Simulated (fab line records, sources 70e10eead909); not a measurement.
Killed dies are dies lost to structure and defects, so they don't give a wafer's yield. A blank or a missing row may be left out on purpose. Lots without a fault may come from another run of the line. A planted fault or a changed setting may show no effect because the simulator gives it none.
Chamber matching | flow nand_harc | NHARC_A_CHANNEL_FILL_D1_ALD_25 on ald_hk-04: 4 sister chambers
The step deposits SiOx, target thk 60 nm, pulse time 10 s, ald cycles 600. 20 wafers are shown with their chamber, then 10 later ones without.

WAFERS WITH THEIR CHAMBER
wafer  | chamber | heater_power_w (W) | precursor_pulse_height_rel
L075.1 | 3       | 509                | 1.006
L075.2 | 2       | 493                | 0.978
L075.4 | 1       | 421                | 0.981
L079.3 | 3       | 524                | 0.966
L079.5 | 1       | 421                | 1.015
L079.6 | 2       | 477                | 1.010
L080.1 | 2       | 486                | 1.017
L080.3 | 1       | 423                | 0.983
L080.5 | 1       | 403                | 0.998
L083.2 | 0       | 529                | 0.979
L083.4 | 2       | 489                | 0.992
L083.6 | 0       | 547                | 1.029
L086.4 | 0       | 542                | 0.978
L086.2 | 3       | 526                | 0.994
L086.6 | 0       | 533                | 0.978
L088.1 | 1       | 406                | 0.976
L088.5 | 0       | 531                | 1.012
L088.6 | 1       | 409                | 0.958
L090.3 | 3       | 505                | 1.016
L090.4 | 0       | 530                | 1.010

SIGNATURES (means of the wafers above)
reading                    | chamber 0 | chamber 1 | chamber 2 | chamber 3 | scatter within a chamber
heater_power_w             | 535.33    | 413.83    | 486.25    | 516.00    | 8.42
precursor_pulse_height_rel | 0.99767   | 0.98517   | 0.99925   | 0.99550   | 0.0205
Rule: a wafer's distance from a chamber is the root of the sum, over the readings, of the square of ((its reading less the chamber's mean) divided by the reading's scatter). The wafer belongs to the nearest chamber; if the next one is less than 2 further off, it can't be placed. The scatter: the root of (the sum of the squares of (reading less its chamber's mean) over the shown wafers, divided by (wafers less chambers)).

WAFERS WITHOUT THEIR CHAMBER
wafer  | heater_power_w (W) | precursor_pulse_height_rel
L090.6 | 514                | 0.980
L092.4 | 540                | 0.987
L092.3 | 482                | 0.996
L092.5 | 551                | 1.014
L095.2 | 492                | 1.000
L095.5 | 479                | 0.992
L095.6 | 412                | 0.985
L096.3 | 485                | 1.006
L096.6 | 519                | 1.015
L096.5 | 514                | 0.999

WHICH CHAMBER EACH WENT THROUGH
wafer  | from the rows above     | in truth
L090.6 | can't be placed: 3 or 0 | 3
L092.4 | 0                       | 0
L092.3 | 2                       | 2
L092.5 | 0                       | 0
L095.2 | 2                       | 2
L095.5 | 2                       | 2
L095.6 | 1                       | 1
L096.3 | 2                       | 2
L096.6 | can't be placed: 3 or 0 | 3
L096.5 | 3                       | 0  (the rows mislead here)
Placed correctly: 7 of 10. Can't be placed from these rows: 2 (the true chamber is among the candidates in 2). Placed wrongly: 1.
